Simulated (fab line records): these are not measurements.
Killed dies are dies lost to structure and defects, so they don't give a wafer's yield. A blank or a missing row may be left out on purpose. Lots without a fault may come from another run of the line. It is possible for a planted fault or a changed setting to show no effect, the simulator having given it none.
Code-filled problem report in 8D (eight disciplines) form :: flow n5_finfet :: the parts of the form that need people (team, actions taken, sign-off) are left out
Where a reading is given only as a bound, like >300, the bound stands for it, and a mean or a difference that rests on one is marked > or <: the true number lies beyond.

1. WHAT WENT WRONG
raw_defect_count at N5_DUMMY_GATE_INSPECT_27 reads a mean of 1754 on 6 wafers of 2 lots; wafers without a fault read 313 with a standard deviation of 73. That is +20 standard deviations from the usual mean.
The step: inspects for defects (brightfield).
First seen on wafer L471.1, day 4 12:39, on defect_inspect-02. The record holds 24 wafers of 8 lots with a number at this step. The rule behind "out" and "out of limits": a value lying over 4 standard deviations away from the usual mean. The rest of the wafers with a number are treated as sound.

2. WHAT IT IS, WHAT IT ISN'T
question: which readings at this step
is: raw_defect_count
is not: -

question: which lots
is: L471, L473
is not: L465, L466, L468, L472, L485, L487

question: which wafers of those lots
is: all that have a number
is not: -

question: read on which gauges
is: defect_inspect-02
is not: defect_inspect-01

question: when
is: from day 4 12:39
is not: up to then (9 sound wafers); but 9 sound wafers of L472, L485, L487 came after

3. THE SUSPECTS, EACH WITH WHAT RULES IT OUT
Counting: a tool at any process step up to the reading remains a suspect when it ran all the lots that are out and ran no sound lot after the first of those.
- ruled out: the gauge at N5_DUMMY_GATE_INSPECT_27. All the wafers that are out were read on defect_inspect-02, but those of them that N5_SD_EPI_N_INSPECT_11 has rows for are out there too, on other tools.
- rie_si-05 at N5_DUMMY_GATE_TRIM_49 (chemistry O2, time 29 s, target cd 14 nm): kept. It processed each lot that is out, first L471 at day 4 11:44, and no sound lot thereafter; up to then, the last sound lot it processed was L468 at day 3 17:28.
Remaining after the count: rie_si-05 at N5_DUMMY_GATE_TRIM_49.

4. THE CAUSE (what the simulator had put in)
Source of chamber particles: rie_si-05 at N5_DUMMY_GATE_TRIM_49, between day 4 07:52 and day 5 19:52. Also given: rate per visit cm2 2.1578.
Counting left only this tool.

5. SEQUENCE OF EFFECTS, ordered by route
One row per reading whose mean, taken over the struck wafers that have a number, lies over 3 standard deviations from the usual. Only readings whose record carries a usual standard deviation are examined. hours: median over the lots of the time between each lot's start at the first step of this table that gives one and its start at this step. sigmas: the change, counted in usual standard deviations.
hours: 0
step: N5_DUMMY_GATE_INSPECT_27
reading: raw_defect_count
usual: 313
on struck wafers: 1754
change: +1441
sigmas: +20

hours: 2
step: N5_SPACER0_INSPECT_04
reading: raw_defect_count
usual: 142
on struck wafers: 1568
change: +1426
sigmas: +43

hours: 3
step: N5_SD_EPI_N_INSPECT_11
reading: raw_defect_count
usual: 1.9
on struck wafers: >300
change: >+298
sigmas: +99 or more

hours: 226
step: N5_PASSIVATION_PROBE_49
reading: defect_limited_yield
usual: 91.7 %
on struck wafers: 82.5
change: -9.2
sigmas: -6.2

hours: 226
step: N5_PASSIVATION_PROBE_49
reading: killed_at_front_end
usual: 38
on struck wafers: 162
change: +124
sigmas: +11

hours: 226
step: N5_PASSIVATION_PROBE_49
reading: killed_dies
usual: 97
on struck wafers: 207
change: +110
sigmas: +6.5

hours: 226
step: N5_PASSIVATION_PROBE_49
reading: killed_on_rim
usual: 13
on struck wafers: 28
change: +14
sigmas: +4.0

hours: 226
step: N5_PASSIVATION_PROBE_49
reading: sort_bin_5_function
usual: 4.8 %
on struck wafers: 10.2
change: +5.4
sigmas: +6.0

hours: 226
step: N5_PASSIVATION_PROBE_49
reading: sort_n_pass
usual: 1083
on struck wafers: 973
change: -110
sigmas: -6.5

hours: 226
step: N5_PASSIVATION_PROBE_49
reading: sort_yield_pct
usual: 91.7 %
on struck wafers: 82.5
change: -9.2
sigmas: -6.2
The process steps in it:
- N5_PASSIVATION_PROBE_49
Later steps that measure or inspect, where all struck wafers having a row at the step show a number for every such reading and not one has moved that far: N5_BEOL_M4_RC_MEAS_101.

6. WHAT WOULD HAVE CAUGHT IT SOONER
In this record the first reading out of limits at a measuring or inspecting step was taken at day 4 12:39, 5 hours after the fault began at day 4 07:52.
Tool readings at N5_DUMMY_GATE_TRIM_49 with a usual standard deviation given in the record: none out on any struck wafer, hence no alarm at a limit of 4 standard deviations on them.
Lots out: 2; of these, L473 started N5_DUMMY_GATE_TRIM_49 on rie_si-05 after day 4 12:39. Holding the tool at that time would have saved it.
